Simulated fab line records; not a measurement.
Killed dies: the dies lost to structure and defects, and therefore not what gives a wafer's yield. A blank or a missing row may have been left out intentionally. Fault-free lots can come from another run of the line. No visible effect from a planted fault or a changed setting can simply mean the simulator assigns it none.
The tool behind it: which one? | flow nandHarc | 6 lots with 18 wafers sampled at 3 steps, on a route of 1302 steps

## WHAT THE GAUGES READ, wafer by wafer
NHARC_P_GATE_CD_MEAS_91: the cd target is 2000 nm.
lot  | measured     | on       | cdNm (nm)
L587 | day 6 16:23  | cdSem-03 | 1970.0 1966.0 1969.9
L596 | day 10 07:59 | cdSem-03 | 2000.2 2002.9 2000.6
L599 | day 12 00:09 | cdSem-02 | 2001.7 2004.8 2001.0
L602 | day 13 01:02 | cdSem-03 | 2001.0 2002.5 2001.6
L604 | day 13 19:10 | cdSem-01 | 1999.0 1999.9 2002.5
L608 | day 15 10:47 | cdSem-02 | 2003.2 2001.5 2002.3

## EACH LOT AND THE TOOL THAT RAN IT (in order: tool; ch and the chambers of the sampled wafers; start)
lot  | NHARC_P_GATE_STRIP_76               | NHARC_P_GATE_EXPOSE_88
L587 | plasmaAsher-02 ch 0,1, day 6 15:28  | krfScanner-02 ch 0, day 6 16:14
L596 | plasmaAsher-01 ch 0,1, day 10 07:04 | krfScanner-03 ch 0, day 10 07:49
L599 | plasmaAsher-01 ch 0,1, day 11 23:22 | krfScanner-02 ch 0, day 12 00:00
L602 | plasmaAsher-02 ch 0,1, day 13 00:08 | krfScanner-01 ch 0, day 13 00:53
L604 | plasmaAsher-01 ch 0,1, day 13 18:14 | krfScanner-02 ch 0, day 13 19:00
L608 | plasmaAsher-02 ch 0,1, day 15 09:59 | krfScanner-02 ch 0, day 15 10:38
- NHARC_P_GATE_STRIP_76: strips in O2.
- NHARC_P_GATE_EXPOSE_88: exposes mask P HVN, target cd 2000 nm.

## THE ANSWER, worked out from the rows above alone
Rule: the lots themselves supply what counts as usual. The widest of any qualifying gaps counts: lots, ordered by their means at a reading, are off when they make up no more than a third of the lots, leave a main group of 4 or more, and stand apart from it by 3 or more times the standard deviation of that group's means. If all means in a main group match to the digits the tables above print for the reading, that group is not used. Also off: a lot with no number at a reading for which 4 or more lots have one. All remaining lots with rows at the step are treated as sound.
Off: L587 (NHARC_P_GATE_CD_MEAS_91, cdNm). Mean 2001.6 nm and standard deviation 0.74 in the main group.
If a tool, at a process step before that reading, ran all the lots that are off and no sound lot after the first of them, it fits. The gauges at NHARC_P_GATE_CD_MEAS_91 are tried like those tools. Of those tried, none fits.

## WHAT WAS PUT IN BY THE SIMULATOR
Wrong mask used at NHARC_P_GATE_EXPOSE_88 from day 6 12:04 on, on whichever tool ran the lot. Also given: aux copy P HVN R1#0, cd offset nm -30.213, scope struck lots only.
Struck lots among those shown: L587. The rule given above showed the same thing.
